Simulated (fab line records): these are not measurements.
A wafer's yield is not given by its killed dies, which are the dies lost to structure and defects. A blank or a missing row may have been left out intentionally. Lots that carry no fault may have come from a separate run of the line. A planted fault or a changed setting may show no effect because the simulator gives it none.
fab line records    flow nandHarc
record: lots: 13  wafers: 37  lastDay: 24
route steps=1159 shown A_CONTACT@947 A_BLC@971 END@1159
lots untouched by any fault: they come from a run of this same line in which no faults occurred
startH: hours from the record's opening day to when the first of the lot's shown wafers began    waitH: how many hours have passed since the lot's step before this one    " the same as in the row above    L1.1+2: several wafers, shown together as one row    - either no value or no given start    * or withheld: withheld    < > ~ a bound
route shown NAME@n: a module of which the file shows steps, and the number in the route of the first    usual: mean/standard deviation taken from wafers without a fault    same: alike in all rows    chamber/n: place in a boat    sites: each site's reading    _std_site: standard deviation across them    _edge_site: mean of outer sites minus mean of inner sites    radiusMm: for every site, how far away it sits from the centre of the wafer    mask NAME#n: copy n    behind: the most recent tool/chamber to have shaped the wafer    hold: why the lot went on hold/how many hours it stayed there/how the hold came to an end    device: the n, p or np transistor that did not switch    end of line: at the end of the route, the tests of the same wafers    where a step has no rows: the recipe by itself    killed: not the wafer's yield, but the dies lost to structure and defects at the first sort    map: a wafer's dies, x killed, . not, _ none there
set.NAME: the setting that was run; set.NAME@STEP: the one run at that earlier step    model.NAME: the simulator's own value behind a step, which no gauge read
the route's steps for a sample of lots (tables are steps, rows are wafers)
services: from which hour (startH, from the record's first day; less than 0 if before it) a tool's chamber was out of use, for how many hours, and why
== steps ==
step: NHARC_A_CONTACT_ETCH_138
recipe: sourceW: withheld  pressureMtorr: 20  biasV: 3000  timeS: 132  targetDepthA: 12890  arFlowSccm: withheld  c4f8FlowSccm: withheld  o2FlowSccm: withheld  chemistry: C4F8/O2/Ar
usual: oesAirLineAu: 0.999/0.022
lot.wafer  tool           chamber  startH  waitH  oesAirLineAu  rfHoursCounterH
L857.1     harCapEtch-02  1        387.68  0.1    0.994         15
L857.2     "              0        "       "      1.023         15
L857.3     "              1        "       "      1.024         -
L856.1     harCapEtch-03  1        388.87  0.1    1.007         87
L856.5     "              1        "       "      0.971         -
L856.6     "              0        "       "      1.012         -
L859.2     harCapEtch-03  1        393.49  0.1    1.037         87
L859.1     "              0        "       "      1.001         87
L859.6     "              1        "       "      1.026         -
L858.1     harCapEtch-02  0        396.86  0.1    1.018         17
L858.3     "              1        "       "      0.993         -
L858.5     "              0        "       "      1.028         -
L861.2     harCapEtch-01  1        399.06  0.1    0.970         58
L861.3     "              0        "       "      1.000         -
L861.6     "              1        "       "      0.989         -
L860.4     harCapEtch-03  0        418.44  0.1    0.978         -
L860.3     "              1        "       "      0.995         -
L860.6     "              0        "       "      0.946         -
L863.4     harCapEtch-03  1        430.31  0.1    0.985         -
L863.3     "              0        "       "      1.009         -
L863.6     "              1        "       "      0.994         -
L862.2     harCapEtch-03  1        437.02  0.1    0.976         93
L862.3     "              1        "       "      1.006         -
L862.4     "              0        "       "      0.998         -
L868.1     harCapEtch-01  1        475.03  0.1    0.988         69
L868.3     "              0        "       "      1.006         -
L868.5     "              1        "       "      0.993         -
L874.1     harCapEtch-01  1        502.06  0.1    1.015         73
L876.1     harCapEtch-03  0        511.01  0.1    1.013         107
L876.3     "              1        "       "      1.016         -
L876.6     "              1        "       "      0.998         -
L875.1     harCapEtch-01  0        513.40  0.1    1.013         75
L875.3     "              0        "       "      1.001         -
L875.4     "              1        "       "      0.959         -
L878.2     harCapEtch-02  1        523.91  0.1    1.023         39
L878.1     "              0        "       "      1.005         39
L878.3     "              1        "       "      0.971         -
step: NHARC_A_CONTACT_STRIP_26
recipe: o2FlowSccm: 500  arFlowSccm: 0  biasW: 0  chemistry: O2
usual: drypumpMotorCurrentA: 5.7/0.41  oesProductAu: 1.001/0.013  rfVppV: 57.8/0.92  showerheadPlenumPTorr: 3.53/0.12  throttleValvePct: 17.036/0.0091
lot.wafer  tool        chamber  startH  waitH  drypumpMotorCurrentA  oesProductAu  rfHoursCounterH  rfVppV  showerheadPlenumPTorr  throttleValvePct
L857.3     rieDiel-06  2        -       -      5.9                   1.003         54               57.1    3.47                   17.034
L857.2     "           3        "       "      6.4                   1.005         44               57.3    3.45                   17.035
L857.1     "           0        "       "      5.7                   0.996         55               58.0    3.50                   17.059
L856.1     rieDiel-06  1        -       -      5.1                   0.986         52               58.0    3.47                   17.060
L856.5     "           1        "       "      5.1                   0.982         -                58.0    3.47                   17.036
L856.6     "           2        "       "      5.9                   1.009         -                58.9    3.47                   17.042
L859.2     rieDiel-13  2        -       -      5.9                   1.018         26               57.8    3.49                   17.036
L859.1     "           3        "       "      5.8                   0.991         27               58.0    3.56                   17.053
L859.6     "           0        "       "      5.7                   0.985         -                57.9    3.28                   17.024
L858.1     rieDiel-06  1        -       -      5.1                   0.984         56               56.0    3.47                   17.038
L858.3     "           2        "       "      5.9                   1.001         58               60.1    3.47                   17.039
L858.5     "           0        "       "      5.7                   0.994         -                56.5    3.50                   17.049
L861.2     rieDiel-13  2        -       -      5.8                   1.027         28               57.2    3.49                   17.027
L861.3     "           0        "       "      5.7                   0.991         28               57.5    3.28                   17.029
L861.6     "           2        "       "      5.8                   1.016         -                57.0    3.49                   17.012
L860.3     rieDiel-01  0        -       -      5.9                   0.993         32               58.4    3.62                   17.039
L860.4     "           1        "       "      5.0                   1.018         35               57.2    3.43                   17.036
L860.6     "           1        "       "      5.0                   1.029         -                57.8    3.43                   17.053
L863.3     rieDiel-01  2        -       -      5.2                   1.019         39               58.1    3.59                   17.034
L863.4     "           0        "       "      5.8                   1.010         37               57.6    3.61                   17.025
L863.6     "           2        "       "      5.2                   1.006         -                58.2    3.59                   17.025
L862.3     rieDiel-13  3        -       -      5.9                   0.993         36               57.3    3.55                   17.052
L862.2     "           0        "       "      5.7                   0.997         36               56.9    3.27                   17.029
L862.4     "           2        "       "      5.9                   1.016         35               59.3    3.48                   17.036
L868.1     rieDiel-13  0        -       -      5.7                   1.007         3                55.9    3.81                   17.038
L868.3     "           1        "       "      5.6                   0.994         3                59.1    3.67                   17.036
L868.5     "           2        "       "      5.8                   0.992         -                56.8    3.48                   17.036
L874.1     rieDiel-06  3        -       -      6.4                   0.993         31               58.0    3.43                   17.042
L876.1     rieDiel-06  1        -       -      5.2                   1.001         30               57.0    3.45                   17.014
L876.3     "           2        "       "      5.9                   1.016         32               59.0    3.45                   17.041
L876.6     "           2        "       "      5.9                   1.011         -                57.8    3.45                   17.043
L875.3     rieDiel-01  1        -       -      5.0                   1.020         8                56.3    3.41                   17.040
L875.1     "           2        "       "      5.2                   1.006         7                58.5    3.58                   17.043
L875.4     "           0        "       "      5.9                   1.018         9                60.0    3.60                   17.043
L878.1     rieDiel-13  0        -       -      5.7                   0.990         15               58.3    3.80                   17.030
L878.2     "           2        "       "      5.8                   1.005         16               56.7    3.47                   17.036
L878.3     "           3        "       "      5.9                   1.009         16               58.6    3.54                   17.040
step: NHARC_A_BLC_EXPOSE_07
recipe: na: 1.35  targetCdNm: 100  doseMj: 67.97  maskId: A_BLC
usual: exposureDoseMJCm2: 67.95/0.072
same: na: 1.35
lot.wafer  tool            chamber  startH  waitH  mask     exposureDoseMJCm2
L857.1     arfiScanner-02  0        391.24  -      A_BLC#0  67.87
L857.2     "               0        "       "      A_BLC#0  67.91
L857.3     "               0        "       "      A_BLC#0  67.91
L856.1     arfiScanner-03  0        395.36  -      A_BLC#0  68.06
L856.5     "               0        "       "      A_BLC#0  67.90
L856.6     "               0        "       "      A_BLC#0  68.02
L859.1     arfiScanner-02  0        399.86  -      A_BLC#0  67.83
L859.2     "               0        "       "      A_BLC#0  67.91
L859.6     "               0        "       "      A_BLC#0  67.88
L858.1     arfiScanner-02  0        400.85  -      A_BLC#0  67.91
L858.3     "               0        "       "      A_BLC#0  67.90
L858.5     "               0        "       "      A_BLC#0  67.93
L861.2     arfiScanner-01  0        402.94  -      A_BLC#0  68.00
L861.3     "               0        "       "      A_BLC#0  67.93
L861.6     "               0        "       "      A_BLC#0  68.01
L860.3     arfiScanner-02  0        421.95  -      A_BLC#0  67.99
L860.4     "               0        "       "      A_BLC#0  67.97
L860.6     "               0        "       "      A_BLC#0  68.00
L863.3     arfiScanner-03  0        434.36  -      A_BLC#0  67.94
L863.4     "               0        "       "      A_BLC#0  67.95
L863.6     "               0        "       "      A_BLC#0  67.98
L862.2     arfiScanner-01  0        447.46  -      A_BLC#0  67.89
L862.3     "               0        "       "      A_BLC#0  68.05
L862.4     "               0        "       "      A_BLC#0  68.11
L868.1     arfiScanner-01  0        484.15  -      A_BLC#0  67.95
L868.3     "               0        "       "      A_BLC#0  67.95
L868.5     "               0        "       "      A_BLC#0  67.82
L874.1     arfiScanner-03  0        516.09  -      A_BLC#0  68.33
L876.1     arfiScanner-02  0        519.89  -      A_BLC#0  67.92
L876.3     "               0        "       "      A_BLC#0  67.84
L876.6     "               0        "       "      A_BLC#0  67.96
L875.1     arfiScanner-01  0        520.63  -      A_BLC#0  68.03
L875.3     "               0        "       "      A_BLC#0  67.99
L875.4     "               0        "       "      A_BLC#0  67.91
L878.1     arfiScanner-02  0        529.46  -      A_BLC#0  68.04
L878.2     "               0        "       "      A_BLC#0  68.00
L878.3     "               0        "       "      A_BLC#0  67.88
step: NHARC_A_BLC_ETCH_18
recipe: targetDepthA: 9100  c4f8FlowSccm: 20  o2FlowSccm: 10  arFlowSccm: withheld  rfW: 600  biasW: 1500  chemistry: C4F8/O2/Ar
usual: oesProductAu: 0.953/0.023  rfFwdPowerW: 598.8/1.8  rfVppV: 977/5.6
lot.wafer  tool        chamber  startH  waitH  oesProductAu  rfFwdPowerW  rfHoursCounterH  rfVppV
L857.3     rieDiel-07  0        -       -      0.982         598.5        17               984
L857.2     "           1        "       "      0.972         598.2        19               970
L857.1     "           2        "       "      0.992         597.5        19               977
L856.1     rieDiel-11  2        -       -      0.959         596.7        2                976
L856.6     "           0        "       "      0.972         597.8        -                982
L856.5     "           1        "       "      0.957         599.7        -                982
L859.2     rieDiel-07  2        -       -      0.965         599.4        20               974
L859.1     "           1        "       "      0.958         597.6        19               969
L859.6     "           3        "       "      0.996         597.2        -                981
L858.3     rieDiel-11  3        -       -      0.925         600.9        2                968
L858.1     "           0        "       "      0.956         598.4        2                982
L858.5     "           1        "       "      0.930         598.9        -                983
L861.3     rieDiel-07  2        -       -      0.927         597.0        21               973
L861.2     "           0        "       "      0.934         598.2        19               985
L861.6     "           1        "       "      0.919         604.0        -                969
L860.3     rieDiel-11  0        -       -      0.984         602.7        5                981
L860.4     "           0        "       "      0.969         599.9        -                982
L860.6     "           2        "       "      0.943         595.9        -                976
L863.4     rieDiel-07  1        -       -      0.964         599.0        3                969
L863.3     "           3        "       "      0.980         600.4        3                980
L863.6     "           1        "       "      0.970         599.5        -                970
L862.4     rieDiel-07  1        -       -      0.958         601.2        3                970
L862.2     "           2        "       "      0.955         597.1        3                975
L862.3     "           3        "       "      0.984         598.0        3                979
L868.3     rieDiel-07  1        -       -      0.961         601.1        8                969
L868.1     "           0        "       "      0.964         599.4        7                984
L868.5     "           1        "       "      0.955         599.5        -                971
L874.1     rieDiel-07  1        -       -      0.955         596.6        11               971
L876.1     rieDiel-11  2        -       -      0.948         595.8        13               977
L876.3     "           0        "       "      0.987         600.1        15               982
L876.6     "           2        "       "      0.954         596.1        -                975
L875.3     rieDiel-02  0        -       -      0.944         596.0        3                969
L875.4     "           2        "       "      0.933         600.0        3                973
L875.1     "           3        "       "      0.959         600.4        3                968
L878.2     rieDiel-07  3        -       -      0.983         598.6        10               980
L878.3     "           0        "       "      0.936         600.8        11               984
L878.1     "           1        "       "      0.935         598.8        11               971
step: NHARC_END_SORT_01
recipe: tempC: 25
usual: killedAtArray: 29/10  killedAtOther: 0.7/1.1  killedAtPeriphery: 3.3/2.4  killedDies: 33/11  killedOpen: 3.3/2  killedShort: 1.9/1.3
same: grossDies: 677
lot.wafer  tool       chamber  startH  waitH  killedAtArray  killedAtOther  killedAtPeriphery  killedDies  killedOpen  killedShort
L868.1     prober-01  0        540.71  2.5    32             3              8                  43          4           2
L868.3     prober-01  0        542.29  3.1    35             5              6                  46          3           2
L868.5     prober-01  0        543.88  3.7    29             1              5                  35          3           2
L874.1     prober-01  0        566.62  2.5    33             0              6                  39          1           1
L876.1     prober-02  0        573.30  2.5    29             0              1                  30          1           0
L876.3     prober-02  0        574.91  3.1    29             1              4                  34          3           3
L876.6     prober-02  0        577.31  4.0    39             0              1                  40          3           4
L878.1     prober-02  0        581.09  2.5    39             0              9                  48          7           4
L878.2     prober-02  0        581.87  2.8    31             0              2                  33          4           1
L878.3     prober-02  0        582.65  3.1    35             0              2                  37          6           2
killed by level:class
L868.1 A_SLIT:chamberFilmFlake=9 A_CHANNEL_HOLE_D1:chamberFilmFlake=7 P_CONTACT:chamberFilmFlake=6 A_STAIRCASE:chamberFilmFlake=5 A_CONTACT:chamberFilmFlake=5 THIN_TSV:chamberFilmFlake=3 A_CONTACT:geometricParticle:open=2 A_SOURCE_PLATE:geometricParticle:open=1
L868.3 A_SLIT:chamberFilmFlake=17 A_CONTACT:chamberFilmFlake=7 A_STAIRCASE:chamberFilmFlake=6 P_CONTACT:chamberFilmFlake=5 THIN_TSV:chamberFilmFlake=4 A_CHANNEL_HOLE_D1:chamberFilmFlake=2 P_CONTACT:geometricParticle:open=1 A_WL_FILL:geometricParticle:short=1
L868.5 A_SLIT:chamberFilmFlake=10 A_CONTACT:chamberFilmFlake=10 P_CONTACT:chamberFilmFlake=3 A_STAIRCASE:chamberFilmFlake=3 A_CHANNEL_HOLE_D1:chamberFilmFlake=2 P_STI:geometricParticle:open=1 A_CHANNEL_FILL_D1:geometricParticle:open=1 A_CHANNEL_FILL_D1:geometricParticle:short=1
L874.1 A_CHANNEL_HOLE_D1:chamberFilmFlake=28 P_ZERO_WELL:chamberFilmFlake=4 P_GATE:chamberFilmFlake=2 A_CONTACT:chamberFilmFlake=2 A_CONTACT:geometricParticle:short=1 A_M0:geometricParticle:open=1 A_ZERO_WELL:chamberFilmFlake=1
L876.1 A_CHANNEL_HOLE_D1:chamberFilmFlake=23 A_CONTACT:chamberFilmFlake=2 P_GATE:geometricParticle:open=1 A_ZERO_WELL:chamberFilmFlake=1 A_STAIRCASE:chamberFilmFlake=1 A_SLIT:chamberFilmFlake=1 A_WL_FILL:chamberFilmFlake=1
L876.3 A_CHANNEL_HOLE_D1:chamberFilmFlake=21 P_M0:geometricParticle:short=2 A_WL_FILL:chamberFilmFlake=2 A_CONTACT:chamberFilmFlake=2 P_M1:geometricParticle:short=1 A_CHANNEL_FILL_D1:geometricParticle:open=1 A_WL_FILL:geometricParticle:open=1 A_BLC:geometricParticle:open=1
L876.6 A_CHANNEL_HOLE_D1:chamberFilmFlake=25 A_CONTACT:chamberFilmFlake=6 A_ONON_D1:geometricParticle:short=2 P_M1:geometricParticle:open=1 A_ONON_D1:geometricParticle:open=1 A_STAIRCASE:geometricParticle:short=1 A_SGD_CUT:geometricParticle:short=1 A_BLC:geometricParticle:open=1
L878.1 A_SLIT:chamberFilmFlake=16 A_CHANNEL_HOLE_D1:chamberFilmFlake=11 P_CONTACT:geometricParticle:open=3 P_ZERO_WELL:chamberFilmFlake=2 A_CHANNEL_FILL_D1:chamberFilmFlake=2 A_STAIRCASE:chamberFilmFlake=2 P_GATE:geometricParticle:short=1 P_CONTACT:geometricParticle:short=1
L878.2 A_SLIT:chamberFilmFlake=15 A_STAIRCASE:chamberFilmFlake=5 A_CHANNEL_HOLE_D1:chamberFilmFlake=4 A_WL_FILL:chamberFilmFlake=4 P_CONTACT:geometricParticle:open=1 P_M0:geometricParticle:open=1 A_SOURCE_PLATE:geometricParticle:open=1 A_WL_FILL:geometricParticle:short=1
L878.3 A_SLIT:chamberFilmFlake=15 A_CHANNEL_HOLE_D1:chamberFilmFlake=8 A_WL_FILL:chamberFilmFlake=3 A_CHANNEL_FILL_D1:geometricParticle:short=2 A_BLC:geometricParticle:open=2 A_STAIRCASE:chamberFilmFlake=2 P_CONTACT:geometricParticle:open=1 A_CHANNEL_FILL_D1:geometricParticle:open=1
== services ==
tool            chamber  startH  hours  kind
rieDiel-11      -        366.56  9.0    pm
arfiScanner-01  -        368.00  4.0    pm
rieDiel-07      1        377.19  1.6    repair
rieDiel-07      -        388.79  0.7    repair
rieDiel-13      1        390.38  7.0    repair
rieDiel-01      0        397.52  9.4    repair
arfiScanner-03  -        397.58  8.0    repair
rieDiel-07      -        405.20  9.0    pm
arfiScanner-02  -        417.07  1.0    repair
rieDiel-06      -        418.30  9.0    pm
rieDiel-11      3        421.63  3.0    repair
arfiScanner-02  -        428.00  4.0    pm
rieDiel-01      2        436.81  3.8    repair
rieDiel-01      3        442.06  2.8    repair
rieDiel-13      1        443.64  8.4    repair
arfiScanner-01  -        445.49  0.3    repair
rieDiel-13      -        453.03  9.0    pm
arfiScanner-02  -        468.80  3.0    repair
rieDiel-01      -        471.56  2.4    repair
arfiScanner-02  -        482.10  6.8    repair
rieDiel-01      3        487.87  8.2    repair
rieDiel-01      -        491.80  9.0    pm
rieDiel-11      2        500.99  8.2    repair
rieDiel-07      -        520.18  6.1    repair
== key ==
firstSign: step: NHARC_A_BLC_EXPOSE_07  reading: exposureDoseMJCm2  direction: up  sigmas: 5.1  usual: 67.95  struck: 68.33
effect none on later readings
metAt NHARC_A_BLC_EXPOSE_07
struckLots L874
testerLeftOut L874
loopTrim: step: NHARC_A_BLC_EXPOSE_07  setting: dose  lots: L874
notActingAt NHARC_A_CONTACT_ETCH_138,NHARC_A_CONTACT_STRIP_26,NHARC_A_BLC_ETCH_18
onsetBetween 434.36 516.09
fault: kind: processParameterDrift  tool: arfiScanner-03  chamber: -  onsetH: 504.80  steps: NHARC_A_BLC_EXPOSE_07  channel: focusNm  offset: 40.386  spreadByWafer: 0.3  shape: step  endH: 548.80
testerLeftOut: of these lots the tester's yield and bins aren't shown, on N5 and GAA mostly nor the transistor test; their killed dies are dies lost to structure and defects alone, not to doping, threshold or leakage, so they don't give the yield
loopTrim: a control loop set the setting to another value than it would have without faults
